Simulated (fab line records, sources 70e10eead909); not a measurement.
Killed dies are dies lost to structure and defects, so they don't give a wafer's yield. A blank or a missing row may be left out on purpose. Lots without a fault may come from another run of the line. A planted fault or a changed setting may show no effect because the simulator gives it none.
Which tool did it? | flow nand_harc | 24 lots, 72 wafers sampled, at 4 steps of a route of 1159

WHAT THE GAUGES READ, wafer by wafer
NHARC_P_BONDPAD_OVL_MEAS_38. Usual: overlay_x_nm 0 nm, standard deviation 6; overlay_y_nm -1 nm, standard deviation 5.
lot  | measured     | on         | overlay_x_nm (nm) | overlay_y_nm (nm) | flag
L074 | day 6 12:21  | overlay-02 | 2 1 2             | -1 0 0            |
L075 | day 6 23:32  | overlay-01 | 3 3 2             | 3 3 3             |
L076 | day 7 00:46  | overlay-01 | -5 -4 -4          | 0 -1 -1           |
L077 | day 7 01:02  | overlay-02 | -4 -4 -4          | 4 5 4             |
L079 | day 7 11:40  | overlay-01 | 9 10 10           | 8 8 8             |
L078 | day 7 12:47  | overlay-01 | 1 1 0             | -10 -9 -9         |
L080 | day 7 19:28  | overlay-01 | 3 3 3             | 1 1 1             |
L081 | day 7 20:11  | overlay-02 | -1 -2 -2          | 3 3 3             |
L082 | day 8 09:13  | overlay-01 | 15 15 15          | 7 7 7             |
L083 | day 8 10:14  | overlay-02 | -1 -2 -1          | 8 8 8             |
L084 | day 9 00:53  | overlay-01 | -1 -1 -1          | -5 -5 -6          |
L085 | day 9 02:05  | overlay-02 | 1 1 1             | 0 0 0             |
L086 | day 9 15:04  | overlay-02 | 8 8 8             | -7 -6 -7          |
L087 | day 9 15:52  | overlay-01 | 5 5 6             | -5 -4 -5          |
L088 | day 9 21:47  | overlay-01 | -2 -3 -3          | -6 -7 -7          |
L089 | day 10 02:08 | overlay-02 | -8 -8 -8          | -9 -9 -9          |
L090 | day 10 02:53 | overlay-02 | -7 -7 -7          | -4 -4 -4          |
L091 | day 10 11:44 | overlay-01 | -6 -6 -6          | -5 -5 -5          |
L092 | day 10 12:34 | overlay-02 | -7 -7 -7          | 0 0 1             |
L093 | day 10 23:10 | overlay-02 | 6 6 5             | 6 5 6             |
L094 | day 11 01:03 | overlay-02 | -6 -6 -6          | 0 0 1             |
L095 | day 11 12:22 | overlay-01 | 11 10 11          | -4 -3 -4          |
L097 | day 11 21:47 | overlay-01 | -2 -2 -2          | 0 0 0             |
L096 | day 12 02:41 | overlay-02 | -2 -2 -2          | -5 -5 -4          |

NHARC_A_ONON_D1_THK_MEAS_02: measures by ellipsometry. Usual: thk_nm 1002 nm, standard deviation 9.7.
lot  | measured     | on            | thk_nm (nm)    | flag
L074 | day 7 16:58  | film_metro-02 | 1014 1014 1016 |
L075 | day 8 03:14  | film_metro-02 | 986 985 985    |
L076 | day 8 03:15  | film_metro-01 | 1008 1006 1006 |
L077 | day 8 02:55  | film_metro-01 | 995 993 996    |
L079 | day 8 14:34  | film_metro-01 | 1009 1008 1008 |
L078 | day 8 14:35  | film_metro-02 | 1000 999 999   |
L080 | day 8 22:31  | film_metro-02 | 1008 1007 1007 |
L081 | day 8 22:31  | film_metro-02 | 984 985 984    |
L082 | day 9 13:40  | film_metro-02 | 995 996 996    |
L083 | day 9 13:41  | film_metro-01 | 996 996 995    |
L084 | day 10 08:19 | film_metro-01 | 995 993 994    |
L085 | day 10 08:19 | film_metro-02 | 1021 1020 1021 |
L086 | day 10 20:03 | film_metro-01 | 997 998 998    |
L087 | day 10 20:02 | film_metro-02 | 1010 1011 1011 |
L088 | day 11 00:54 | film_metro-01 | 1007 1009 1006 |
L089 | day 11 06:04 | film_metro-02 | 1007 1009 1006 |
L090 | day 11 06:04 | film_metro-01 | 990 989 986    |
L091 | day 11 14:39 | film_metro-01 | 1004 1003 1002 |
L092 | day 11 14:39 | film_metro-02 | 999 998 1000   |
L093 | day 12 02:05 | film_metro-02 | 999 999 1000   |
L094 | day 12 01:50 | film_metro-02 | 1005 1006 1008 |
L095 | day 12 14:52 | film_metro-02 | 1022 1020 1021 |
L097 | day 13 00:15 | film_metro-02 | 994 992 992    |
L096 | day 13 07:34 | film_metro-01 | 999 999 998    |

NHARC_A_CHANNEL_HOLE_D1_OVL_MEAS_11. Usual: overlay_x_nm -0.1 nm, standard deviation 0.9; overlay_y_nm 0.0 nm, standard deviation 1.1.
lot  | measured     | on         | overlay_x_nm (nm) | overlay_y_nm (nm) | flag
L074 | day 8 08:41  | overlay-02 | 0.1 -0.3 -1.1     | 0.0 -0.2 0.2      |
L075 | day 8 19:23  | overlay-01 | -2.1 -2.0 -2.1    | -0.3 -0.8 -0.6    |
L076 | day 8 19:53  | overlay-02 | 0.6 0.6 0.7       | -1.0 0.2 -1.2     |
L077 | day 8 18:46  | overlay-01 | 1.1 1.4 1.0       | -1.4 -1.6 -1.3    |
L079 | day 9 06:28  | overlay-01 | 0.2 0.4 0.2       | 0.2 -0.1 0.0      |
L078 | day 9 07:05  | overlay-02 | 0.0 0.1 0.1       | 0.1 0.6 0.4       |
L080 | day 9 14:37  | overlay-02 | 0.6 0.4 0.5       | -1.6 -1.6 -1.5    |
L081 | day 9 14:51  | overlay-01 | -1.0 -0.9 -1.1    | 0.9 0.8 0.9       |
L082 | day 10 04:44 | overlay-01 | -1.1 -1.4 -1.0    | 0.4 0.2 -0.1      |
L083 | day 10 06:00 | overlay-01 | 1.3 1.3 1.2       | -0.3 -0.2 0.0     |
L084 | day 11 02:39 | overlay-01 | -0.5 -0.4 -0.2    | -2.1 -2.2 -2.1    |
L085 | day 11 02:49 | overlay-02 | -1.0 -1.1 -1.1    | 1.7 1.0 1.6       |
L086 | day 11 15:13 | overlay-02 | 0.2 0.3 0.7       | 1.1 1.3 0.3       |
L087 | day 11 14:35 | overlay-01 | -1.2 -1.2 -1.3    | -0.1 -0.3 0.0     |
L088 | day 11 14:46 | overlay-02 | 0.8 0.9 0.2       | 0.0 -0.1 0.3      |
L089 | day 12 00:37 | overlay-01 | 0.1 -0.4 -0.5     | 0.3 1.0 0.5       |
L090 | day 12 01:10 | overlay-01 | 0.6 0.5 1.1       | 0.6 0.7 1.5       |
L091 | day 12 06:52 | overlay-01 | -0.7 -1.6 -0.4    | -2.1 -1.9 -1.2    |
L092 | day 12 06:35 | overlay-01 | 0.5 0.7 0.8       | 2.2 2.2 2.4       |
L093 | day 12 17:47 | overlay-01 | 0.2 0.2 0.7       | 0.7 0.4 0.7       |
L094 | day 12 16:46 | overlay-01 | -1.4 -1.8 -1.8    | 0.0 0.5 -0.3      |
L095 | day 13 09:01 | overlay-02 | 0.6 0.4 0.9       | -1.2 -0.8 -1.4    |
L097 | day 13 16:01 | overlay-02 | -0.4 -0.5 0.0     | 1.1 0.9 0.3       |
L096 | day 13 23:05 | overlay-02 | -0.6 -0.6 -0.1    | 0.0 0.3 0.0       |

WHICH TOOL RAN EACH LOT (tool, then ch and the chambers of the sampled wafers, then the start)
lot  | NHARC_A_CHANNEL_HOLE_D1_DEP_00
L074 | acl_dep-03 ch 0, day 8 06:34
L075 | acl_dep-01 ch 0, day 8 16:35
L076 | acl_dep-02 ch 0, day 8 17:27
L077 | acl_dep-03 ch 0, day 8 16:10
L079 | acl_dep-03 ch 0, day 9 03:37
L078 | acl_dep-01 ch 0, day 9 04:58
L080 | acl_dep-02 ch 0, day 9 12:31
L081 | acl_dep-03 ch 0, day 9 13:03
L082 | acl_dep-02 ch 0, day 10 02:01
L083 | acl_dep-01 ch 0, day 10 03:35
L084 | acl_dep-01 ch 0, day 10 23:56
L085 | acl_dep-03 ch 0, day 11 00:02
L086 | acl_dep-01 ch 0, day 11 12:26
L087 | acl_dep-03 ch 0, day 11 12:11
L088 | acl_dep-02 ch 0, day 11 12:20
L089 | acl_dep-02 ch 0, day 11 21:52
L090 | acl_dep-01 ch 0, day 11 22:25
L091 | acl_dep-03 ch 0, day 12 04:23
L092 | acl_dep-01 ch 0, day 12 04:28
L093 | acl_dep-03 ch 0, day 12 14:59
L094 | acl_dep-02 ch 0, day 12 14:29
L095 | acl_dep-03 ch 0, day 13 05:55
L097 | acl_dep-02 ch 0, day 13 13:18
L096 | acl_dep-02 ch 0, day 13 20:23
- NHARC_A_CHANNEL_HOLE_D1_DEP_00: deposits aC, target thk 3100 nm.

WHAT THE TOOLS THEMSELVES READ (means of the sampled wafers that have a number; where no wafer has one, the mark that the record gives instead)
NHARC_A_CHANNEL_HOLE_D1_DEP_00. Usual: throttle_valve_pct 35.000 %, standard deviation 0.0087.
lot  | tool       | throttle_valve_pct (%) | flag
L074 | acl_dep-03 | 35.005                 |
L075 | acl_dep-01 | 35.007                 |
L076 | acl_dep-02 | 35.010                 |
L077 | acl_dep-03 | 35.004                 |
L079 | acl_dep-03 | 34.996                 |
L078 | acl_dep-01 | 34.999                 |
L080 | acl_dep-02 | 35.006                 |
L081 | acl_dep-03 | 34.997                 |
L082 | acl_dep-02 | 35.006                 |
L083 | acl_dep-01 | 35.000                 |
L084 | acl_dep-01 | 34.996                 |
L085 | acl_dep-03 | 35.001                 |
L086 | acl_dep-01 | 34.998                 |
L087 | acl_dep-03 | 35.000                 |
L088 | acl_dep-02 | 35.005                 |
L089 | acl_dep-02 | 35.001                 |
L090 | acl_dep-01 | 35.001                 |
L091 | acl_dep-03 | 35.012                 |
L092 | acl_dep-01 | 34.991                 |
L093 | acl_dep-03 | 35.003                 |
L094 | acl_dep-02 | 34.991                 |
L095 | acl_dep-03 | 34.998                 |
L097 | acl_dep-02 | 34.999                 |
L096 | acl_dep-02 | 34.989                 |

THE ANSWER, worked out from the rows above alone
Rule: a lot is off if the mean of its wafers that have a number lies more than 3 standard deviations from the usual mean. A lot without any number at a reading at which 4 lots or more have one is off too. The other lots that the step has rows for count as sound. The gauges are gone through in route order, then the tools' own readings, and for those a lot's mean is taken as printed above. The first step at which some lot is off is used, and at that step the reading that is off furthest; a lot without a number counts as furthest.
No lot is off at any reading shown: from this, nothing can be told.

WHAT THE SIMULATOR HAD PUT IN
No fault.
